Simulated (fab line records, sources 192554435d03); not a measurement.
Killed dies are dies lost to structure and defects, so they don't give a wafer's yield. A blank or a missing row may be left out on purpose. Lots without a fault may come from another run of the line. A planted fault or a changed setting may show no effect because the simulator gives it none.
A struck lot beside a sound one | flow n5_finfet | 14 steps out of a route of 1938
Sound: wafers L355.2, L355.3, L355.5. Struck: wafers L368.1, L368.2. The cause comes at the end.
At each step with rows: each side's tool, then ch and its chambers, then its first start. Under that, the readings that differ: sound wafers | struck wafers | difference of the means | sigmas: that difference in standard deviations of wafers without a fault.
alike: readings whose means differ by less than 2 such deviations, and words and numbers that are the same on both sides. not compared: withheld readings, readings that some wafer has no value for, bounds like >300 that may hide the same value, and numbers for which the record gives no deviation and whose values overlap.
The two part at a step that has a row with sigmas, a row that says differs or no value, or rows on one side only. Numbers that don't overlap but have no deviation are shown without sigmas and don't part them. A reading that every wafer of one side lacks parts them only if that side has two wafers or more.

first, 2 steps without rows for these wafers: N5_BEOL_M8_PRECLEAN_42 (cleans in residue remover, time 60 s); N5_BEOL_M8_SRD_43 (time 30 s).
N5_BEOL_M8_CD_MEAS_35: target cd 40 nm.
  sound on cd_sem-02, day 9 17:32; struck on cd_sem-02, day 12 18:34
  alike: cd_nm
then, 1 step without rows for these wafers: N5_BEOL_M8_CURE_75 (cures SiCOH lowk, time 120 s).
N5_BEOL_M8_DEGAS_44: time 60 s.
  sound on pvd_sputter-01, day 9 18:02; struck on pvd_sputter-03, day 12 19:47
  alike: heater_power_w
N5_BEOL_M8_PRE_CLEAN_45: time 30 s.
  sound on pvd_sputter-01, day 9 18:05; struck on pvd_sputter-03, day 12 19:50
  alike: heater_power_w
N5_BEOL_M8_ALD_77: deposits TaN, target thk 2 nm, pulse time 2 s, purge time 3 s.
  sound on ald_metal-04 ch 1,2, day 9 18:13; struck on ald_metal-01 ch 1,3, day 12 19:55
  alike: heater_power_w, precursor_vessel_carrier_sccm
N5_BEOL_M8_SURFACE_TREAT_79:
  sound on pvd_sputter-02, day 9 18:32; struck on pvd_sputter-03, day 12 20:16
  not compared: throttle_valve_pct
then, 3 steps without rows for these wafers: N5_BEOL_M8_CVD_78 (deposits Co from CCTBA/H2, target thk 2 nm, time 142.3 s); N5_BEOL_M8_SPUTTER_48 (material Cu, target thk 10 nm, time 1.667 s); N5_BEOL_M8_ECD_50 (material Cu, target thk 300 nm).
N5_BEOL_M8_ANNEAL_51: time 90 s.
  sound on rtp_anneal-01 ch 0, day 9 19:32; struck on rtp_anneal-02 ch 0, day 12 20:49
  alike: anneal_temp_c_max, wafer_temp_C_max
N5_BEOL_M8_CMP_52: polishes, stops on SiCOH lowk, t overpolish 6.9 s, target thk 80 nm.
  sound on cmp-04 ch 0,1,2, day 9 19:53; struck on cmp-02 ch 0,2, day 12 21:06
  reading                      | sound          | struck    | difference | sigmas
  barrier_field_endpoint_s (s) | 28.2 28.6 28.0 | 16.2 16.7 | -11.8      | -16
  time_to_endpoint_s (s)       | 61 61 58       | 37 39     | -22        | -7
  alike: motor_current_A, overpolish_run_s
then, 1 step without rows for these wafers: N5_PASSIVATION_PROBE_49.

WHERE THEY PART
Only at N5_BEOL_M8_CMP_52, within this record.

WHY: what the simulator had put in
Process parameter drift: cmp-02, from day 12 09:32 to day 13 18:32, at N5_BEOL_M8_CMP_52. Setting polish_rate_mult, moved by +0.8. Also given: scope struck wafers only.
